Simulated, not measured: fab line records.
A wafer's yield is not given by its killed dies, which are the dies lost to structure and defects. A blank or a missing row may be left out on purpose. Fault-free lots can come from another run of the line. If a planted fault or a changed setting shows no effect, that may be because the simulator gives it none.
Which tool did it? | flow nand-harc | 45 wafers from 15 lots sampled at 4 of the route's 1159 steps

WHAT THE GAUGES READ, wafer by wafer
NHARC_P_GATE_CD_MEAS_11 targets a cd of 1640 nm. Usual: cd-nm 1640.5 nm, standard deviation 1.3.
lot  | measured    | on        | cd-nm (nm)           | flag
L424 | day 3 22:52 | cd-sem-02 | 1640.0 1640.7 1640.3 |
L425 | day 3 22:55 | cd-sem-02 | 1640.1 1641.1 1640.7 |
L427 | day 4 14:53 | cd-sem-02 | 1641.7 1642.3 1640.4 |
L426 | day 4 15:02 | cd-sem-01 | 1640.0 1640.7 1640.8 |
L428 | day 5 05:37 | cd-sem-03 | 1642.2 1641.5 1642.5 |
L430 | day 5 12:49 | cd-sem-03 | 1641.4 1642.2 1641.7 |
L435 | day 7 10:44 | cd-sem-01 | 1640.6 1641.9 1641.9 |
L436 | day 7 10:47 | cd-sem-02 | 1640.9 1639.7 1639.2 |
L439 | day 7 16:54 | cd-sem-03 | 1641.4 1642.3 1642.2 |
L442 | day 8 15:22 | cd-sem-01 | 1640.7 1641.4 1642.1 |
L443 | day 8 15:32 | cd-sem-03 | 1640.0 1639.5 1641.3 |
L444 | day 9 03:28 | cd-sem-03 | 1641.1 1639.0 1638.7 |
L445 | day 9 03:30 | cd-sem-02 | 1638.5 1638.4 1641.3 |
L446 | day 9 11:28 | cd-sem-03 | 1640.0 1641.0 1640.0 |
L447 | day 9 18:47 | cd-sem-02 | 1639.2 1639.2 1641.3 |

NHARC_P_GATE_CD_MEAS_59 targets a cd of 720 nm. Usual: cd-nm 719.5 nm, standard deviation 1.2.
lot  | measured     | on        | cd-nm (nm)        | flag
L424 | day 5 03:09  | cd-sem-01 | 720.2 718.7 719.3 |
L425 | day 5 03:31  | cd-sem-03 | 718.0 717.4 718.0 |
L427 | day 5 18:20  | cd-sem-01 | 720.8 719.9 719.1 |
L426 | day 5 18:41  | cd-sem-02 | 718.5 717.5 718.4 |
L428 | day 6 09:20  | cd-sem-03 | 720.0 720.1 720.8 |
L430 | day 6 16:24  | cd-sem-03 | 719.4 719.4 719.5 |
L435 | day 8 15:30  | cd-sem-02 | 720.7 718.9 720.0 |
L436 | day 8 16:58  | cd-sem-01 | 720.6 721.5 721.7 |
L439 | day 9 00:35  | cd-sem-03 | 718.4 718.4 719.4 |
L442 | day 9 21:40  | cd-sem-02 | 717.4 718.8 716.7 |
L443 | day 9 21:10  | cd-sem-02 | 718.8 718.6 717.7 |
L444 | day 10 07:42 | cd-sem-02 | 720.0 718.9 720.4 |
L445 | day 10 07:10 | cd-sem-02 | 720.1 718.5 718.6 |
L446 | day 10 15:46 | cd-sem-02 | 720.3 719.4 719.8 |
L447 | day 10 23:56 | cd-sem-03 | 719.4 719.3 719.5 |

TOOL THAT RAN EACH LOT (tool first, then ch and the chambers of the sampled wafers, then the start)
lot  | NHARC_P_GATE_STRIP_108             | NHARC_P_GATE_ETCHBACK_37
L424 | rie-diel-04 ch 1,2,3, day 4 14:22  | rie-diel-12 ch 0,3, day 5 00:31
L425 | rie-diel-12 ch 0,2,3, day 4 14:32  | rie-diel-12 ch 0,1,3, day 5 00:44
L427 | rie-diel-02 ch 0,1,3, day 5 05:16  | rie-diel-02 ch 0,2,3, day 5 15:20
L426 | rie-diel-12 ch 2,3, day 5 05:23    | rie-diel-12 ch 1,2,3, day 5 15:31
L428 | rie-diel-12 ch 0,1,3, day 5 20:25  | rie-diel-04 ch 0,2,3, day 6 06:31
L430 | rie-diel-12 ch 0,1,3, day 6 03:29  | rie-diel-12 ch 0,1,2, day 6 13:36
L435 | rie-diel-12 ch 1,3, day 8 02:34    | rie-diel-04 ch 0,1,2, day 8 12:41
L436 | rie-diel-12 ch 0,1,2, day 8 02:09  | rie-diel-02 ch 0,3, day 8 14:18
L439 | rie-diel-12 ch 1,2,3, day 8 11:36  | rie-diel-02 ch 0,1,2, day 8 21:50
L442 | rie-diel-12 ch 0,3, day 9 08:42    | rie-diel-02 ch 0,3, day 9 18:52
L443 | rie-diel-12 ch 0,3, day 9 08:09    | rie-diel-04 ch 0,1, day 9 18:29
L444 | rie-diel-02 ch 0,1,2, day 9 18:27  | rie-diel-02 ch 0,2, day 10 04:52
L445 | rie-diel-04 ch 0,1,2, day 9 18:22  | rie-diel-12 ch 1,2,3, day 10 04:30
L446 | rie-diel-12 ch 1,2,3, day 10 02:46 | rie-diel-12 ch 0,2,3, day 10 13:00
L447 | rie-diel-02 ch 0,2,3, day 10 10:54 | rie-diel-12 ch 0,2,3, day 10 21:09
- NHARC_P_GATE_STRIP_108: strips in O2.
- NHARC_P_GATE_ETCHBACK_37: etches the open film in CHF3/O2, target depth 34.5 nm, time 17.2 s.

AS READ BY THE TOOLS THEMSELVES (means over the sampled wafers that have a number; for cases with no such wafer, the mark the record gives instead)
NHARC_P_GATE_STRIP_108. Usual: drypump-motor-current-A 5.61 A, standard deviation 0.28; oes-product-au 1.001 a.u., standard deviation 0.0074; rf-vpp-V 57.9 V, standard deviation 0.85; showerhead-plenum-p-Torr 3.54 Torr, standard deviation 0.13; throttle-valve-pct 17.037 %, standard deviation 0.0099.
lot  | tool        | drypump-motor-current-A (A) | oes-product-au (a.u.) | rf-vpp-V (V) | showerhead-plenum-p-Torr (Torr) | throttle-valve-pct (%) | flag
L424 | rie-diel-04 | 5.46                        | 0.997                 | 57.3         | 3.51                            | 17.041                 |
L425 | rie-diel-12 | 5.60                        | 1.001                 | 58.3         | 3.53                            | 17.032                 |
L427 | rie-diel-02 | 5.47                        | 0.994                 | 58.1         | 3.61                            | 17.034                 |
L426 | rie-diel-12 | 5.58                        | 1.000                 | 57.7         | 3.43                            | 17.039                 |
L428 | rie-diel-12 | 5.58                        | 1.001                 | 57.7         | 3.55                            | 17.039                 |
L430 | rie-diel-12 | 5.61                        | 1.005                 | 58.2         | 3.55                            | 17.037                 |
L435 | rie-diel-12 | 5.58                        | 1.000                 | 57.8         | 3.45                            | 17.041                 |
L436 | rie-diel-12 | 5.74                        | 1.005                 | 57.8         | 3.55                            | 17.033                 |
L439 | rie-diel-12 | 5.70                        | 1.000                 | 57.3         | 3.45                            | 17.037                 |
L442 | rie-diel-12 | 5.49                        | 1.006                 | 57.1         | 3.51                            | 17.032                 |
L443 | rie-diel-12 | 5.48                        | 1.003                 | 58.4         | 3.51                            | 17.033                 |
L444 | rie-diel-02 | 5.90                        | 0.994                 | 58.4         | 3.65                            | 17.030                 |
L445 | rie-diel-04 | 5.37                        | 1.006                 | 58.2         | 3.60                            | 17.030                 |
L446 | rie-diel-12 | 5.70                        | 1.000                 | 58.1         | 3.45                            | 17.043                 |
L447 | rie-diel-02 | 5.61                        | 1.001                 | 58.6         | 3.65                            | 17.035                 |

NHARC_P_GATE_ETCHBACK_37. Usual: bias-w 200.0 W, standard deviation 0.64; chamber-pressure-mTorr 25.000 mTorr, standard deviation 0.022; drypump-motor-current-A 5.6 A, standard deviation 0.32; oes-product-au 0.95 a.u., standard deviation 0.037; rf-fwd-power-W 489.5 W, standard deviation 2.2; rf-vpp-V 371.1 V, standard deviation 2.1; showerhead-plenum-p-Torr 2.43 Torr, standard deviation 0.088; throttle-valve-pct 20.573 %, standard deviation 0.0095.
lot  | tool        | bias-w (W) | chamber-pressure-mTorr (mTorr) | drypump-motor-current-A (A) | oes-product-au (a.u.) | rf-fwd-power-W (W) | rf-vpp-V (V) | showerhead-plenum-p-Torr (Torr) | throttle-valve-pct (%) | flag
L424 | rie-diel-12 | 200.2      | 25.026                         | 5.5                         | 0.93                  | 491.3              | 372.9        | 2.46                            | 20.570                 |
L425 | rie-diel-12 | 200.3      | 25.004                         | 5.6                         | 0.93                  | 489.9              | 371.3        | 2.42                            | 20.581                 |
L427 | rie-diel-02 | 200.2      | 25.018                         | 5.6                         | 0.93                  | 489.3              | 373.3        | 2.50                            | 20.581                 |
L426 | rie-diel-12 | 199.9      | 24.988                         | 5.7                         | 0.93                  | 489.9              | 369.5        | 2.35                            | 20.584                 |
L428 | rie-diel-04 | 199.9      | 24.989                         | 5.4                         | 1.01                  | 488.3              | 372.8        | 2.43                            | 20.576                 |
L430 | rie-diel-12 | 199.8      | 24.995                         | 5.7                         | 0.92                  | 490.4              | 371.3        | 2.42                            | 20.564                 |
L435 | rie-diel-04 | -          | -                              | -                           | -                     | -                  | -            | -                               | -                      | OFF
L436 | rie-diel-02 | -          | -                              | -                           | -                     | -                  | -            | -                               | -                      | OFF
L439 | rie-diel-02 | -          | -                              | -                           | -                     | -                  | -            | -                               | -                      | OFF
L442 | rie-diel-02 | 199.0      | 24.999                         | 5.2                         | 1.01                  | 488.1              | 371.1        | 2.44                            | 20.566                 |
L443 | rie-diel-04 | 199.5      | 24.994                         | 5.5                         | 0.93                  | 489.2              | 370.2        | 2.42                            | 20.571                 |
L444 | rie-diel-02 | 200.3      | 25.008                         | 5.8                         | 0.92                  | 488.4              | 374.0        | 2.54                            | 20.572                 |
L445 | rie-diel-12 | 200.3      | 24.981                         | 5.7                         | 1.01                  | 489.5              | 368.5        | 2.34                            | 20.565                 |
L446 | rie-diel-12 | 199.7      | 25.011                         | 5.6                         | 0.93                  | 489.6              | 369.4        | 2.39                            | 20.579                 |
L447 | rie-diel-12 | 200.7      | 25.019                         | 5.6                         | 0.93                  | 488.4              | 370.0        | 2.39                            | 20.577                 |

THE ANSWER, worked out from the rows above alone
Rule: a lot counts as off when the mean over its wafers that have a number is more than 3 standard deviations away from the usual mean. Also off: a lot with no number at a reading for which 4 or more lots have one. Where the step has rows for the other lots, those lots are counted as sound. Order of review: gauges by route order, followed by the tools' own readings, for which a lot's mean as printed above is used. At the first step where some lot is off, the reading lying furthest off is the one used; lots without a number count as furthest.
Off, at NHARC_P_GATE_ETCHBACK_37 on bias-w: L435, L436, L439. Without a number there: L435, L436, L439.
If a tool, at that step or one of the process steps before it, ran each lot that is off and ran no sound lot following the first of them, it fits. Not one of the candidates tried fits.

WHAT THE SIMULATOR PUT IN
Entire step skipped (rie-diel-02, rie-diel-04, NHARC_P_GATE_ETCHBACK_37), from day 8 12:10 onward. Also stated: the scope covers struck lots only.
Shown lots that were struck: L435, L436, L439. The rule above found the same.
